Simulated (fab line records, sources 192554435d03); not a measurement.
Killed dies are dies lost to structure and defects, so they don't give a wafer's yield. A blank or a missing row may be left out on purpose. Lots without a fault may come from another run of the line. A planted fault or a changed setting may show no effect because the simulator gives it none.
fab line records | flow n5_finfet
record lots=7 wafers=21
route steps=1938 shown MOL_CONTACT_COAG@523 BEOL_M0_SAQP@663 BEOL_M1@800 BEOL_M2@857
start_h: hours from the record's first day to the start of the lot's first wafer shown | wait_h: hours since the lot's step before | " the same as in the row above | L1.1+2: a row that stands for several wafers | - no value, or no start given | * or withheld: withheld | < > ~ a bound
route shown NAME@n: a module of which the file shows steps, and the number in the route of the first | usual: mean/standard deviation of fault-free wafers | same: alike in all rows | chamber/n: place in a boat | sites: the reading at each site | _std_site: their standard deviation | _edge_site: outer sites' mean less inner sites' | radius_mm: how far each site lies from the wafer's centre | mask NAME#n: copy n | behind: the tool/chamber that last shaped the wafer | hold: why the lot was held/for how many hours/how that ended | device: the transistor (n, p or np) that didn't switch | end of line: the same wafers' tests at the end of the route | a step without rows: its recipe alone | killed: dies lost to structure and defects at the first sort, not the wafer's yield | map: a wafer's dies, x killed, . not, _ none there
set.NAME: the setting as run; set.NAME@STEP: as run at that earlier step | model.NAME: the simulator's own value behind a step, which no gauge read
lots whose settings were changed on purpose; a table a step, a row a wafer
## steps
# step N5_MOL_CONTACT_COAG_EXPOSE_05
# recipe mask_id=CA na=0.33 source_shape=annular sigma_inner=0.4 sigma_outer=0.8 polarization=unpolarized defocus_nm=0 dose_mj=38.25
# columns lot.wafer tool chamber start_h wait_h mask set.dose_mj
L079.1+5 euv_scanner-01 0 121.53 - CA#0 38.25
L079.2 " 0 " " CA#0 35.87
L081.2+3+6 euv_scanner-01 0 136.81 - CA#0 38.25
L083.4 euv_scanner-01 0 142.71 - CA#0 36.46
L083.5+6 " 0 " " CA#0 38.25
L089.1+4+6 euv_scanner-02 0 181.95 - CA#0 38.25
L091.1 euv_scanner-01 0 195.51 - CA#0 37.1
L091.3+4 " 0 " " CA#0 38.25
L094.1+4 euv_scanner-01 0 208.68 - CA#0 38.25
L094.6 " 0 " " CA#0 39.99
L095.1+3 euv_scanner-02 0 214.70 - CA#0 39.57
L095.6 " 0 " " CA#0 38.25
# step N5_MOL_CONTACT_COAG_PEB_06
# recipe peb_temp_c=100 peb_time_s=60 resist=CAR-EUV
# step N5_MOL_CONTACT_COAG_DEVELOP_07
# recipe develop_time_s=30 developer=TMAH resist=CAR-EUV rinse_liquid=surfactant_rinse dry=air_spin dev_temp_c=23
# step N5_MOL_CONTACT_COAG_CD_MEAS_08
# recipe target_cd_nm=28 landing_energy_ev=500 detector=se_inlens polarity=opening
# usual cd_nm=28.01/0.22
# columns lot.wafer tool chamber start_h wait_h set.dose_mj@MOL_CONTACT_COAG_EXPOSE_05 cd_nm
L079.1 cd_sem-02 0 121.66 - 38.25 27.59
L079.2 " 0 " " 35.87 26.67
L079.5 " 0 " " 38.25 27.96
L081.2 cd_sem-02 0 136.93 - 38.25 27.87
L081.3 " 0 " " 38.25 27.98
L081.6 " 0 " " 38.25 28.33
L083.4 cd_sem-01 0 142.83 - 36.46 26.92
L083.5 " 0 " " 38.25 28.21
L083.6 " 0 " " 38.25 28.09
L089.1 cd_sem-03 0 182.08 - 38.25 28.12
L089.4 " 0 " " 38.25 28.14
L089.6 " 0 " " 38.25 27.97
L091.1 cd_sem-01 0 195.64 - 37.1 26.94
L091.3 " 0 " " 38.25 27.61
L091.4 " 0 " " 38.25 27.71
L094.1 cd_sem-03 0 208.81 - 38.25 27.51
L094.4 " 0 " " 38.25 28.09
L094.6 " 0 " " 39.99 28.81
L095.1 cd_sem-03 0 214.82 - 39.57 28.50
L095.3 " 0 " " 39.57 28.60
L095.6 " 0 " " 38.25 27.74
# step N5_MOL_CONTACT_COAG_DESCUM_13
# recipe chemistry=O2 time_s=7 source_power_w=50 bias_power_w=20 pressure_mtorr=20 rf_frequency_hz=2.712e+07 temp_c=40 resist=CAR-EUV o2_flow_sccm=225
# step N5_MOL_CONTACT_COAG_ETCH_59
# recipe chemistry=N2/H2 target=underlayer target_depth_a=130 mask_material=CAR-EUV time_s=10.4 ion_energy_ev=200 pressure_mtorr=30 source_w=840 bias_w=150 n2_flow_sccm=200 h2_flow_sccm=200 ends=cleared
# columns lot.wafer tool chamber start_h wait_h set.dose_mj@MOL_CONTACT_COAG_EXPOSE_05 model.MOL_CONTACT_COAG.cd_offset_nm
L079.1+5 rie_diel-04 2,1 122.34 0.0 38.25 -0.2
L079.2 " 0 " " 35.87 -1.4
L081.2+3 rie_diel-05 1,3 137.09 0.0 38.25 0.2
L081.6 " 2 " " 38.25 0.4
L083.4 rie_diel-01 0 143.23 0.0 36.46 -1.2
L083.5 " 2 " " 38.25 0
L083.6 " 3 " " 38.25 0.2
L089.1+4 rie_diel-01 2,0 182.24 0.0 38.25 0
L089.6 " 3 " " 38.25 -0.2
L091.1 rie_diel-04 2 196.37 0.0 37.1 -0.8
L091.3+4 " 0,1 " " 38.25 0
L094.1 rie_diel-05 0 209.18 0.0 38.25 -0.2
L094.4 " 1 " " 38.25 0
L094.6 " 3 " " 39.99 0.6
L095.1 rie_diel-05 0 214.98 0.0 39.57 0.6
L095.3 " 1 " " 39.57 0.8
L095.6 " 1 " " 38.25 0.2
# step N5_MOL_CONTACT_COAG_ETCH_105
# recipe chemistry=CF4 target=SiARC target_depth_a=156 mask_material=CAR-EUV time_s=26 ion_energy_ev=80 pressure_mtorr=40 source_w=545 bias_w=36 Ar_flow_sccm=100 cf4_flow_sccm=100 ends=cleared
# columns lot.wafer tool chamber start_h wait_h set.dose_mj@MOL_CONTACT_COAG_EXPOSE_05 model.MOL_CONTACT_COAG.cd_offset_nm
L079.1 rie_diel-04 2 122.36 0.0 38.25 -0.4
L079.2 " 0 " " 35.87 -1.4
L079.5 " 1 " " 38.25 -0.2
L081.2+6 rie_diel-05 1,2 137.11 0.0 38.25 0.2
L081.3 " 3 " " 38.25 0
L083.4 rie_diel-01 0 143.25 0.0 36.46 -1
L083.5 " 2 " " 38.25 0
L083.6 " 3 " " 38.25 0.2
L089.1+4+6 rie_diel-01 2,0,3 182.26 0.0 38.25 -0.2
L091.1 rie_diel-04 2 196.39 0.0 37.1 -0.6
L091.3 " 0 " " 38.25 0
L091.4 " 1 " " 38.25 -0.2
L094.1 rie_diel-05 0 209.20 0.0 38.25 -0.4
L094.4 " 1 " " 38.25 -0.2
L094.6 " 3 " " 39.99 0.6
L095.1+3 rie_diel-05 0,1 215.00 0.0 39.57 0.8
L095.6 " 1 " " 38.25 0.2
# step N5_MOL_CONTACT_COAG_ETCH_106
# recipe chemistry=N2/H2 target=SOC target_depth_a=800 overetch_a=160 mask_material=SiARC temp_c=40 time_s=120 ion_energy_ev=200 pressure_mtorr=30 source_w=840 bias_w=150 n2_flow_sccm=200 h2_flow_sccm=200
# step N5_MOL_CONTACT_COAG_STRIP_107
# recipe chemistry=N2/H2 temp_c=40 n2_flow_sccm=200 h2_flow_sccm=200 rf_frequency_hz=6e+07
# step N5_MOL_CONTACT_COAG_STRIP_108
# recipe chemistry=N2/H2 temp_c=40 n2_flow_sccm=200 h2_flow_sccm=200 rf_frequency_hz=6e+07
# step N5_MOL_CONTACT_COAG_CONTACT_ETCH_14
# recipe chemistry=C4F6/O2 target=SiO2 target_depth_a=275 overetch_a=85 mask_material=SOC pressure_mtorr=30 source_w=370 bias_w=185 Ar_flow_sccm=300 C4F6_flow_sccm=16 O2_flow_sccm=10 time_s=20 ion_energy_ev=259.6
# columns lot.wafer tool chamber start_h wait_h set.dose_mj@MOL_CONTACT_COAG_EXPOSE_05 model.MOL_CONTACT_COAG.cd_offset_nm
L079.1 rie_diel-04 2 122.49 0.0 38.25 -0.2
L079.2 " 0 " " 35.87 -1.4
L079.5 " 1 " " 38.25 -0.4
L081.2+3 rie_diel-05 1,3 137.24 0.0 38.25 0.2
L081.6 " 2 " " 38.25 0.4
L083.4 rie_diel-01 0 143.37 0.0 36.46 -1.2
L083.5 " 2 " " 38.25 -0.2
L083.6 " 3 " " 38.25 0
L089.1+6 rie_diel-01 2,3 182.39 0.0 38.25 -0.2
L089.4 " 0 " " 38.25 0
L091.1 rie_diel-04 2 196.52 0.0 37.1 -0.6
L091.3 " 0 " " 38.25 -0.2
L091.4 " 1 " " 38.25 0
L094.1 rie_diel-05 0 209.33 0.0 38.25 -0.4
L094.4 " 1 " " 38.25 -0.2
L094.6 " 3 " " 39.99 0.4
L095.1+3 rie_diel-05 0,1 215.13 0.0 39.57 0.6
L095.6 " 1 " " 38.25 0.2
# step N5_MOL_CONTACT_COAG_STRIP_109
# recipe chemistry=C4F6/O2 resist=SiARC rf_frequency_hz=6e+07
# step N5_MOL_CONTACT_COAG_ETCH_15
# recipe chemistry=CH3F/O2 target=SiNx target_depth_a=70 mask_material=SOC stop_on=Si:P over_etch_frac=0.75 ion_energy_ev=120 pressure_mtorr=30 source_w=395 bias_w=73 Ar_flow_sccm=150 CH3F_flow_sccm=30 O2_flow_sccm=20
# columns lot.wafer tool chamber start_h wait_h set.dose_mj@MOL_CONTACT_COAG_EXPOSE_05 model.MOL_CONTACT_COAG.cd_offset_nm
L079.1+5 rie_diel-04 2,1 122.52 0.0 38.25 -0.2
L079.2 " 0 " " 35.87 -1.6
L081.2+3+6 rie_diel-05 1,3,2 137.27 0.0 38.25 0.2
L083.4 rie_diel-01 0 143.41 0.0 36.46 -1.2
L083.5+6 " 2,3 " " 38.25 0
L089.1+4+6 rie_diel-01 2,0,3 182.42 0.0 38.25 -0.2
L091.1 rie_diel-04 2 196.56 0.0 37.1 -0.6
L091.3+4 " 0,1 " " 38.25 0
L094.1 rie_diel-05 0 209.36 0.0 38.25 -0.6
L094.4 " 1 " " 38.25 -0.2
L094.6 " 3 " " 39.99 0.4
L095.1+3 rie_diel-05 0,1 215.17 0.0 39.57 0.6
L095.6 " 1 " " 38.25 0.2
# step N5_MOL_CONTACT_COAG_ETCH_110
# recipe chemistry=CF4/O2 target=Si target_depth_a=25 time_s=8 pressure_mtorr=100 source_w=200 bias_w=12 ion_energy_ev=60 Ar_flow_sccm=100 cf4_flow_sccm=100 O2_flow_sccm=10
# step N5_MOL_CONTACT_COAG_STRIP_98
# recipe chemistry=N2/H2 power_w=500 temp_c=40 pressure_mtorr=50 rf_frequency_hz=6e+07 overash_fraction=0.3 bias_power_w=8 h2_frac=0.5 n2_flow_sccm=300 h2_flow_sccm=300
# step N5_MOL_CONTACT_COAG_CD_MEAS_99
# recipe target_cd_nm=17.2 polarity=opening
# usual cd_nm=17.1/0.31
# columns lot.wafer tool chamber start_h wait_h set.dose_mj@MOL_CONTACT_COAG_EXPOSE_05 cd_nm
L079.1 cd_sem-03 - 122.70 - 38.25 17.1
L079.2 " - " " 35.87 15.8
L079.5 " - " " 38.25 17.0
L081.2 cd_sem-03 - 137.45 - 38.25 17.4
L081.3 " - " " 38.25 17.1
L081.6 " - " " 38.25 17.7
L083.4 cd_sem-03 - 143.59 - 36.46 16.1
L083.5 " - " " 38.25 16.9
L083.6 " - " " 38.25 17.0
L089.1 cd_sem-03 - 182.60 - 38.25 16.9
L089.4 " - " " 38.25 17.4
L089.6 " - " " 38.25 16.7
L091.1 cd_sem-02 - 196.74 - 37.1 16.7
L091.3 " - " " 38.25 17.1
L091.4 " - " " 38.25 16.8
L094.1 cd_sem-01 - 209.54 - 38.25 16.5
L094.4 " - " " 38.25 16.8
L094.6 " - " " 39.99 17.6
L095.1 cd_sem-01 - 215.34 - 39.57 17.8
L095.3 " - " " 39.57 17.9
L095.6 " - " " 38.25 17.3
# step N5_MOL_CONTACT_COAG_ALD_133
# recipe material=SiO2 target_thk_a=50 temp_c=100 ald_precursor_family=BDEAS ald_co_reactant=O2-plasma pulse_time_s=1 co_reactant_pulse_time_s=1 purge_time_s=2 co_reactant_purge_time_s=2 ald_cycles=35 pressure_torr=2
# columns lot.wafer tool chamber start_h wait_h set.ald_cycles model.SiO2_of_MOL_CONTACT_COAG_ALD_133.thk_nm
L079.1+5 ald_sin-04 0,2 135.74 0.1 40 5.8
L079.2 " 3 " " 35 5
L081.2+3+6 ald_sin-01 3,0,3 147.62 0.1 35 5
L083.4+5 ald_sin-04 2,1 153.51 0.1 35 5
L083.6 " 2 " " 30 4.2
L089.1+4+6 ald_sin-01 3,1,1 196.28 0.1 35 5
L091.1+4 ald_sin-03 2,1 207.77 0.1 35 5
L091.3 " 0 " " 32 4.6
L094.1 ald_sin-04 3 219.51 0.1 38 5.4
L094.4+6 " 2,3 " " 35 5
L095.1+3+6 ald_sin-01 0,3,2 225.34 0.1 35 5
# step N5_BEOL_M0_SAQP_SPACER1_ALD_98
# recipe material=SiO2 target_thk_a=128 temp_c=300 ald_precursor_family=BDEAS ald_co_reactant=O2-plasma pulse_time_s=1 purge_time_s=2 co_reactant_purge_time_s=2 ald_cycles=138 pressure_torr=2
# columns lot.wafer tool chamber start_h wait_h set.ald_cycles model.SiO2_of_BEOL_M0_SAQP_SPACER1_ALD_98.thk_nm
L079.1 ald_sin-03 0 142.53 0.3 155 14.4
L079.2+5 " 3 " " 138 12.8
L081.2+3+6 ald_sin-03 1,0,1 156.38 0.5 138 12.8
L083.4 ald_sin-01 2 162.59 0.1 138 12.8
L083.5+6 " 3,2 " " 152 14
L089.1+4+6 ald_sin-03 3,2,0 203.50 0.5 138 12.8
L091.1+3+4 ald_sin-02 1,3,2 215.04 0.3 138 12.8
L094.1+4+6 ald_sin-01 0,1,2 226.78 0.3 138 12.8
L095.1+3 ald_sin-02 1,0 232.33 0.4 138 12.8
L095.6 " 0 " " 148 13.8
# step N5_BEOL_M0_SAQP_SPACER1_ETCHBACK_99
# recipe chemistry=CHF3/O2 mode=anisotropic_etchback target=SiO2 target_depth_a=154 time_s=7.7 pressure_mtorr=30 source_w=650 bias_w=170 Ar_flow_sccm=200 CHF3_flow_sccm=50 O2_flow_sccm=5 ion_energy_ev=200
# step N5_BEOL_M0_SAQP_MANDREL1_REMOVE_100
# recipe chemistry=HBr/Cl2/O2 bt_time_s=10 target=a-Si stop_on=SiNx endpoint=OES-SiCl over_etch_frac=0.85 icp_w=600 bias_w=30 HBr_flow_sccm=150 Cl2_flow_sccm=80 O2_flow_sccm=5 pressure_mtorr=10
# columns lot.wafer tool chamber start_h wait_h set.ald_cycles@BEOL_M0_SAQP_SPACER1_ALD_98 model.BEOL_M0_SAQP.cd_nm
L079.1 rie_si-05 2 143.13 0.1 155 14.4
L079.2+5 " 3 " " 138 12.8
L081.2+6 rie_si-06 1,2 157.09 0.1 138 13
L081.3 " 2 " " 138 12.8
L083.4 rie_si-01 2 163.19 0.1 138 12.8
L083.5+6 " 3,1 " " 152 14
L089.1 rie_si-05 3 204.06 0.1 138 12.8
L089.4+6 " 0,3 " " 138 12.6
L091.1+4 rie_si-05 2,1 215.60 0.1 138 12.8
L091.3 " 0 " " 138 12.6
L094.1+6 rie_si-06 2,0 227.35 0.1 138 12.8
L094.4 " 0 " " 138 13
L095.1+3 rie_si-06 1,2 232.89 0.1 138 13
L095.6 " 0 " " 148 13.8
# step N5_BEOL_M0_SAQP_ETCH_107
# recipe chemistry=CH3F/O2 target=SiNx target_depth_a=300 mask_material=SOC pressure_mtorr=30 source_w=395 bias_w=73 Ar_flow_sccm=150 CH3F_flow_sccm=30 O2_flow_sccm=20 ion_energy_ev=120
# usual rf_vpp_V=299/3.2
# columns lot.wafer tool chamber start_h wait_h set.bias_w rf_vpp_V
L079.1 rie_diel-03 1 144.23 0.0 84.16 333
L079.2 " 2 " " 73 296
L079.5 " 1 " " 73 298
L081.2 rie_diel-02 0 158.30 0.0 73 299
L081.3 " 2 " " 73 297
L081.6 " 1 " " 73 300
L083.4 rie_diel-03 0 164.29 0.0 73 302
L083.5 " 0 " " 68.83 288
L083.6 " 1 " " 68.83 284
L089.1 rie_diel-02 3 204.98 0.0 73 300
L089.4 " 1 " " 73 303
L089.6 " 3 " " 73 300
L091.1 rie_diel-03 3 216.56 0.0 73 304
L091.3 " 0 " " 73 302
L091.4 " 2 " " 79.27 317
L094.1 rie_diel-03 3 228.22 0.0 73 302
L094.4 " 2 " " 73 297
L094.6 " 1 " " 73 298
L095.1 rie_diel-03 0 233.81 0.0 73 302
L095.3 " 1 " " 73 296
L095.6 " 3 " " 73 301
# step N5_BEOL_M1_TRENCH_ETCH_37
# recipe chemistry=C4F6/O2 target_depth_a=552.07 target=SiOC time_s=29 ion_energy_ev=250 pressure_mtorr=30 source_w=355 bias_w=185 Ar_flow_sccm=300 C4F6_flow_sccm=10 O2_flow_sccm=10
# usual rf_vpp_V=668/8.2
# columns lot.wafer tool chamber start_h wait_h set.source_w rf_vpp_V
L079.1 rie_diel-06 1 - - 355 659
L079.2 " 3 " " 378.3 634
L079.5 " 2 " " 355 677
L081.2 rie_diel-06 0 - - 355 656
L081.3 " 1 " " 355 658
L081.6 " 1 " " 355 659
L083.4 rie_diel-03 3 - - 355 677
L083.5 " 2 " " 355 664
L083.6 " 3 " " 355 676
L089.1 rie_diel-03 1 - - 309.5 714
L089.4 " 2 " " 309.5 713
L089.6 " 0 " " 355 676
L091.1 rie_diel-02 1 - - 355 676
L091.3 " 3 " " 355 670
L091.4 " 0 " " 355 671
L094.1 rie_diel-02 0 - - 333.8 694
L094.4 " 3 " " 333.8 691
L094.6 " 2 " " 333.8 683
L095.1 rie_diel-02 2 - - 355 664
L095.3 " 1 " " 355 676
L095.6 " 1 " " 355 674
# step N5_BEOL_M2_DESCUM_16
# recipe chemistry=O2 time_s=7 source_power_w=50 bias_power_w=20 pressure_mtorr=20 rf_frequency_hz=2.712e+07 temp_c=40 resist=CAR-EUV o2_flow_sccm=225
# columns lot.wafer tool chamber start_h wait_h set.time_s model.CAR-EUV_of_BEOL_M2_COAT_05.thk_nm
L079.1 rie_diel-04 0 164.48 0.0 7 26
L079.2 " 2 " " 7 26.2
L079.5 " 2 " " 6.315 26.4
L081.2+3 rie_diel-05 2,3 181.96 0.2 7 26.2
L081.6 " 0 " " 7 26.4
L083.4+5 rie_diel-04 1,3 183.67 0.3 7.485 25.8
L083.6 " 0 " " 7.485 26
L089.1+6 rie_diel-05 2,3 224.43 0.2 7 26.2
L089.4 " 3 " " 6.235 26.4
L091.1 rie_diel-04 3 234.45 0.0 7 26
L091.3 " 2 " " 7 26.2
L091.4 " 3 " " 8.225 25.4
L094.1 rie_diel-04 2 248.07 0.0 5.611 27
L094.4 " 1 " " 7 26
L094.6 " 2 " " 7 26.2
L095.1+3+6 rie_diel-04 1,3,3 254.56 0.0 6.291 26.4
# step N5_BEOL_M2_COAT_67
# recipe resist=SOC temp_c=250 time_s=60 spin_rpm=1500 resist_thk_nm=60
# columns lot.wafer tool chamber start_h wait_h set.spin_rpm model.SOC_of_BEOL_M2_COAT_67.thk_nm
L079.1 litho_track-01 0 165.09 0.0 1500 60.2
L079.2+5 " 0 " " 1500 60.4
L081.2+3 litho_track-05 0 182.50 0.0 1500 60.4
L081.6 " 0 " " 1500 60.2
L083.4 litho_track-03 0 184.12 0.0 1500 59.8
L083.5+6 " 0 " " 1500 60
L089.1 litho_track-01 0 224.90 0.0 1551 59.2
L089.4 " 0 " " 1551 59
L089.6 " 0 " " 1500 60
L091.1 litho_track-05 0 234.92 0.0 1560 58.8
L091.3+4 " 0 " " 1500 59.8
L094.1 litho_track-05 0 248.54 0.0 1500 60
L094.4 " 0 " " 1500 59.8
L094.6 " 0 " " 1648 57.2
L095.1 litho_track-01 0 255.31 0.0 1500 60.2
L095.3+6 " 0 " " 1346 63.6
# step N5_BEOL_M2_COAT_68
# recipe resist=SiARC temp_c=220 time_s=60 spin_rpm=1500 resist_thk_nm=12
# step N5_BEOL_M2_COAT_76
# recipe resist=underlayer temp_c=205 time_s=60 spin_rpm=1500 resist_thk_nm=5
# step N5_BEOL_M2_ALD_98
# recipe material=SiO2 target_thk_a=25 temp_c=100 ald_precursor_family=BDEAS ald_co_reactant=O2-plasma pulse_time_s=1 co_reactant_pulse_time_s=1 purge_time_s=2 co_reactant_purge_time_s=2 ald_cycles=17 pressure_torr=2
# step N5_BEOL_M2_ETCHBACK_99
# recipe chemistry=CHF3 target=SiO2 target_depth_a=50 time_s=10.4 source_w=215 bias_w=47 Ar_flow_sccm=200 CHF3_flow_sccm=12 ion_energy_ev=100 pressure_mtorr=30
# step N5_BEOL_M2_ETCH_70
# recipe chemistry=N2/H2 target=SOC target_depth_a=800 overetch_a=240 mask_material=SiARC temp_c=40 time_s=130 ion_energy_ev=200 pressure_mtorr=30 source_w=840 bias_w=150 n2_flow_sccm=200 h2_flow_sccm=200
# columns lot.wafer tool chamber start_h wait_h set.spin_rpm@BEOL_M2_COAT_67 model.etch.depth_nm
L079.1 rie_diel-05 2 171.67 0.0 1500 60.25
L079.2 " 3 " " 1500 60.4
L079.5 " 2 " " 1500 60.44
L081.2 rie_diel-05 2 184.20 0.0 1500 60.49
L081.3 " 3 " " 1500 60.47
L081.6 " 2 " " 1500 60.18
L083.4 rie_diel-04 1 187.16 0.0 1500 59.82
L083.5 " 3 " " 1500 59.97
L083.6 " 0 " " 1500 59.99
L089.1 rie_diel-04 3 226.63 0.0 1551 59.12
L089.4 " 2 " " 1551 59.04
L089.6 " 1 " " 1500 60.06
L091.1 rie_diel-04 1 236.06 0.0 1560 58.81
L091.3 " 2 " " 1500 59.74
L091.4 " 3 " " 1500 59.88
L094.1 rie_diel-01 2 253.14 0.0 1500 59.97
L094.4 " 1 " " 1500 59.89
L094.6 " 1 " " 1648 57.24
L095.1 rie_diel-04 1 262.14 0.0 1500 60.27
L095.3 " 0 " " 1346 63.67
L095.6 " 3 " " 1346 63.66
## key
split step=N5_MOL_CONTACT_COAG_EXPOSE_05 setting=dose_mj stated=38.25 by=wafer
response step=N5_MOL_CONTACT_COAG_CD_MEAS_08 reading=cd_nm change=+0.217 per=1% r=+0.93
response step=N5_MOL_CONTACT_COAG_ETCH_59 reading=model.MOL_CONTACT_COAG.cd_offset_nm change=+0.204 per=1% r=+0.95
response step=N5_MOL_CONTACT_COAG_ETCH_105 reading=model.MOL_CONTACT_COAG.cd_offset_nm change=+0.192 per=1% r=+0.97
response step=N5_MOL_CONTACT_COAG_CONTACT_ETCH_14 reading=model.MOL_CONTACT_COAG.cd_offset_nm change=+0.177 per=1% r=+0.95
response step=N5_MOL_CONTACT_COAG_ETCH_15 reading=model.MOL_CONTACT_COAG.cd_offset_nm change=+0.207 per=1% r=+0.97
response step=N5_MOL_CONTACT_COAG_CD_MEAS_99 reading=cd_nm change=+0.184 per=1% r=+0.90
split step=N5_MOL_CONTACT_COAG_ALD_133 setting=ald_cycles stated=35 by=wafer
response step=N5_MOL_CONTACT_COAG_ALD_133 reading=model.SiO2_of_MOL_CONTACT_COAG_ALD_133.thk_nm change=+0.0535 per=1% r=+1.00
split step=N5_BEOL_M0_SAQP_SPACER1_ALD_98 setting=ald_cycles stated=138 by=wafer
response step=N5_BEOL_M0_SAQP_SPACER1_ALD_98 reading=model.SiO2_of_BEOL_M0_SAQP_SPACER1_ALD_98.thk_nm change=+0.127 per=1% r=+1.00
response step=N5_BEOL_M0_SAQP_MANDREL1_REMOVE_100 reading=model.BEOL_M0_SAQP.cd_nm change=+0.123 per=1% r=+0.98
split step=N5_BEOL_M0_SAQP_ETCH_107 setting=bias_w stated=73 by=wafer
response step=N5_BEOL_M0_SAQP_ETCH_107 reading=rf_vpp_V change=+2.23 per=1% r=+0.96
split step=N5_BEOL_M1_TRENCH_ETCH_37 setting=source_w stated=355 by=wafer
response step=N5_BEOL_M1_TRENCH_ETCH_37 reading=rf_vpp_V change=-3.39 per=1% r=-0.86
split step=N5_BEOL_M2_DESCUM_16 setting=time_s stated=7 by=wafer
response step=N5_BEOL_M2_DESCUM_16 reading=model.CAR-EUV_of_BEOL_M2_COAT_05.thk_nm change=-0.0385 per=1% r=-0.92
split step=N5_BEOL_M2_COAT_67 setting=spin_rpm stated=1500 by=wafer
response step=N5_BEOL_M2_COAT_67 reading=model.SOC_of_BEOL_M2_COAT_67.thk_nm change=-0.298 per=1% r=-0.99
response step=N5_BEOL_M2_ETCH_70 reading=model.etch.depth_nm change=-0.298 per=1% r=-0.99
